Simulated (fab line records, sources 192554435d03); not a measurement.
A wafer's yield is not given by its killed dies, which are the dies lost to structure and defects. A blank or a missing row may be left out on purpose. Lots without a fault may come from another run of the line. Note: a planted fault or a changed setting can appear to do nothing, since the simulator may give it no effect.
Chamber matching	flow n5_finfet	4 sister chambers for N5_BEOL_M6_DESCUM_33 on rie_diel-02
The step chemistry O2, time 7 s. 8 wafers are shown with their chamber, then 8 later ones without.

## WAFERS PAIRED WITH THEIR CHAMBERS
wafer	chamber	showerhead_plenum_p_Torr (Torr)	throttle_valve_pct (%)
L076.6	3	2.08	20.41
L077.3	2	2.16	20.84
L082.3	0	2.00	20.42
L082.6	1	2.14	20.31
L081.1	0	2.00	20.45
L081.5	2	2.16	20.85
L081.6	1	2.14	20.32
L089.1	3	2.07	20.47

## WAFERS WHOSE CHAMBER IS MISSING
wafer	showerhead_plenum_p_Torr (Torr)	throttle_valve_pct (%)
L089.4	2.15	20.52
L089.5	1.99	20.49
L092.2	2.07	20.48
L092.3	2.15	20.53
L092.4	2.07	20.46
L096.1	2.15	20.55
L096.3	2.13	20.00
L096.5	2.06	20.52

## THE CHAMBER EACH PASSED THROUGH
wafer	from the rows above	in truth
L089.4	1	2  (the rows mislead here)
L089.5	0	0
L092.2	3	3
L092.3	1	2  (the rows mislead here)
L092.4	3	3
L096.1	1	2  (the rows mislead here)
L096.3	1	1
L096.5	3	3
Placed correctly: 5 of 8. Number that these rows cannot place: 0. Wrongly placed: 3.
How it was worked out, from the rows above alone: a wafer's distance from a chamber is the root of the sum, over the readings, of the square of ((its reading less the chamber's mean) divided by the reading's scatter). The wafer belongs to the nearest chamber; if the next one is less than 2 further off, it can't be placed. Each chamber's mean is taken over the wafers shown for it. The scatter: take each reading less its chamber's mean, square it, sum over the shown wafers, divide by the number of wafers less the number of chambers, and take the root.
